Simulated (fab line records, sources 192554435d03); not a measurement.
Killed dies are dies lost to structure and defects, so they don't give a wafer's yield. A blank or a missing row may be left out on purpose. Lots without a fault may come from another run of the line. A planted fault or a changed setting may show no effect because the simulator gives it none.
A struck lot beside a sound one | flow n5_finfet | 35 steps out of a route of 1938
Sound: wafers L161.4, L161.5, L161.6. Struck: wafers L168.4, L168.6. (L168.5 of the same lot was not struck and is left out.) The cause comes at the end.
At each step with rows: each side's tool, then ch and its chambers, then its first start. Under that, the readings that differ: sound wafers | struck wafers | difference of the means | sigmas: that difference in standard deviations of wafers without a fault.
alike: readings whose means differ by less than 2 such deviations, and words and numbers that are the same on both sides. not compared: withheld readings, readings that some wafer has no value for, bounds like >300 that may hide the same value, and numbers for which the record gives no deviation and whose values overlap.
The two part at a step that has a row with sigmas, a row that says differs or no value, or rows on one side only. Numbers that don't overlap but have no deviation are shown without sigmas and don't part them. A reading that every wafer of one side lacks parts them only if that side has two wafers or more.

N5_WELL_APT_INSPECT_27: inspects for defects (macro).
  sound on defect_inspect-01, day 4 08:59; struck on defect_inspect-01, day 6 03:04
  alike: raw_defect_count
N5_WELL_APT_DESCUM_30: chemistry O2, time 7.9 s.
  sound on rie_diel-05 ch 0,2,3, day 4 09:28; struck on rie_diel-05 ch 2,3, day 6 03:06
  alike: drypump_motor_current_A, oes_product_au, rf_vpp_V, showerhead_plenum_p_Torr, throttle_valve_pct
  not compared: rf_hours_counter_h
then, 3 steps without rows for these wafers: N5_WELL_APT_IMPLANT_31; N5_WELL_APT_IMPLANT_32; N5_WELL_APT_STRIP_33 (strips in SPM, time 900 s).
N5_WELL_APT_RTA_34: time 10 s.
  sound on rtp_anneal-01 ch 0, day 4 10:17; struck on rtp_anneal-02 ch 0, day 6 04:01
  alike: lamp_power_pct, wafer_temp_C_max
then, 4 steps without rows for these wafers: N5_WELL_APT_OXIDE_STRIP_42 (strips SiO2 in dHF, time 45 s, target depth 12 nm); N5_WELL_APT_PRECLEAN_36 (cleans in O3/DIW, time 45 s); N5_WELL_APT_PRECLEAN_39 (cleans in dHF, time 60 s); N5_WELL_APT_SRD_37 (time 30 s).
N5_WELL_APT_EPI_41: deposits Si from SiH4/H2, target thk 50 nm, time 297.7 s.
  sound on epi_rpcvd-04 ch 0, day 4 11:00; struck on epi_rpcvd-01 ch 0, day 6 04:31
  alike: throttle_valve_pct
N5_WELL_APT_INSPECT_38: inspects for defects (darkfield).
  sound on defect_inspect-01, day 4 11:34; struck on defect_inspect-01, day 6 04:50
  alike: raw_defect_count
N5_PMOS_HMC_CHANNEL_EPI_HM_DEP_34: deposits SiO2 from TEOS/O2, target thk 36 nm, time 6.9 s.
  sound on pecvd-04 ch 0,1,2, day 4 11:37; struck on pecvd-04 ch 1,2, day 6 04:53
  reading                                                  | sound             | struck      | difference | sigmas
  model.SiO2_of_PMOS_HMC_CHANNEL_EPI_HM_DEP_34.thk_nm (nm) | 35.19 36.51 36.14 | 39.63 39.33 | +3.53      |
  alike: heater_power_w, showerhead_plenum_p_Torr, throttle_valve_pct
  not compared: since_wet_clean_h
then, 7 steps without rows for these wafers: N5_PMOS_HMC_CHANNEL_EPI_COAT_31 (time 60 s, resist thk 66 nm); N5_PMOS_HMC_CHANNEL_EPI_COAT_03 (resist thk 205 nm); N5_PMOS_HMC_CHANNEL_EPI_EBR_05; N5_PMOS_HMC_CHANNEL_EPI_SOFTBAKE_04 (time 60 s); N5_PMOS_HMC_CHANNEL_EPI_EXPOSE_06 (exposes mask PMOS HMC BLK, target cd 240 nm); N5_PMOS_HMC_CHANNEL_EPI_PEB_07 (peb time 60 s); N5_PMOS_HMC_CHANNEL_EPI_DEVELOP_08 (develop time 30 s).
N5_PMOS_HMC_CHANNEL_EPI_CD_MEAS_09: target cd 237.4 nm.
  sound on cd_sem-03 ch 0, day 4 12:01; struck on cd_sem-03 ch 0, day 6 05:22
  alike: cd_nm
N5_PMOS_HMC_CHANNEL_EPI_OVL_MEAS_10:
  sound on overlay-01 ch 0, day 4 12:02; struck on overlay-01 ch 0, day 6 05:23
  alike: PMOS_HMC_BLK_OVL
N5_PMOS_HMC_CHANNEL_EPI_INSPECT_11: inspects for defects (macro).
  sound on defect_inspect-02, day 4 12:04; struck on defect_inspect-02, day 6 05:25
  alike: raw_defect_count
then, 3 steps without rows for these wafers: N5_PMOS_HMC_CHANNEL_EPI_DESCUM_14 (chemistry O2, time 7.9 s); N5_PMOS_HMC_CHANNEL_EPI_ETCH_32 (etches BARC in N2/H2, stops on SiO2, target depth 85.8 nm, time 50.3 s); N5_PMOS_HMC_CHANNEL_EPI_HM_OPEN_15 (chemistry CHF3/O2, target SiO2, target depth 40.6 nm, time 20.3 s).
N5_PMOS_HMC_CHANNEL_EPI_STRIP_33: strips in N2/H2.
  sound on rie_diel-03 ch 1,2, day 4 12:18; struck on rie_diel-06 ch 0,2, day 6 05:35
  alike: drypump_motor_current_A, oes_product_au, rf_vpp_V, showerhead_plenum_p_Torr, throttle_valve_pct
  not compared: rf_hours_counter_h
then, 1 step without rows for these wafers: N5_PMOS_HMC_CHANNEL_EPI_STRIP_17 (strips in SPM, time 750 s).
N5_PMOS_HMC_CHANNEL_EPI_ETCH_38: etches SiO2 in CF4, target depth 1.5 nm.
  sound on rie_si-04 ch 0,1,3, day 4 12:37; struck on rie_si-03 ch 0,3, day 6 05:52
  alike: drypump_motor_current_A, oes_product_au, throttle_valve_pct
  not compared: rf_hours_counter_h
then, 2 steps without rows for these wafers: N5_PMOS_HMC_CHANNEL_EPI_FIN_RECESS_16 (chemistry HBr/Cl2, target Si, target depth 54 nm, time 18 s); N5_PMOS_HMC_CHANNEL_EPI_PRECLEAN_36 (cleans in O3/DIW, time 45 s).
N5_PMOS_HMC_CHANNEL_EPI_PRECLEAN_18: cleans in DHF, time 30 s.
  sound on wet_bench-06 ch 1,4,6, day 4 12:44; struck on wet_bench-06 ch 1,7, day 6 06:01
  reading                                                  | sound             | struck      | difference | sigmas
  model.SiO2_of_PMOS_HMC_CHANNEL_EPI_HM_DEP_34.thk_nm (nm) | 23.64 25.25 25.12 | 28.39 28.48 | +3.77      |
then, 1 step without rows for these wafers: N5_PMOS_HMC_CHANNEL_EPI_SRD_19 (time 30 s).
-- the record jumps here: 7 days lie between the struck wafers' starts before and after (it left off in module PMOS_HMC_CHANNEL_EPI and takes up again in module BEOL_M4, whose first step shown is number 1111 of the route) --
N5_BEOL_M4_RC_MEAS_101:
  sound on prober-02 ch 0, day 11 12:21; struck on prober-01 ch 0, day 12 22:17
  alike: DIBL_N, DIBL_P, IOFF_N, IOFF_P, ION_N, ION_P, SS_N, SS_P, VT_N, VT_P
-- the record jumps here: 4 days lie between the struck wafers' starts before and after (it left off in module BEOL_M4 and takes up again in module PASSIVATION, whose first step shown is number 1936 of the route) --
N5_PASSIVATION_PROBE_49:
  the record has rows for the struck wafers here (prober-02, day 17 04:04) and none for the sound ones

WHERE THEY PART
Only at N5_PASSIVATION_PROBE_49, within this record.

WHY: what the simulator had put in
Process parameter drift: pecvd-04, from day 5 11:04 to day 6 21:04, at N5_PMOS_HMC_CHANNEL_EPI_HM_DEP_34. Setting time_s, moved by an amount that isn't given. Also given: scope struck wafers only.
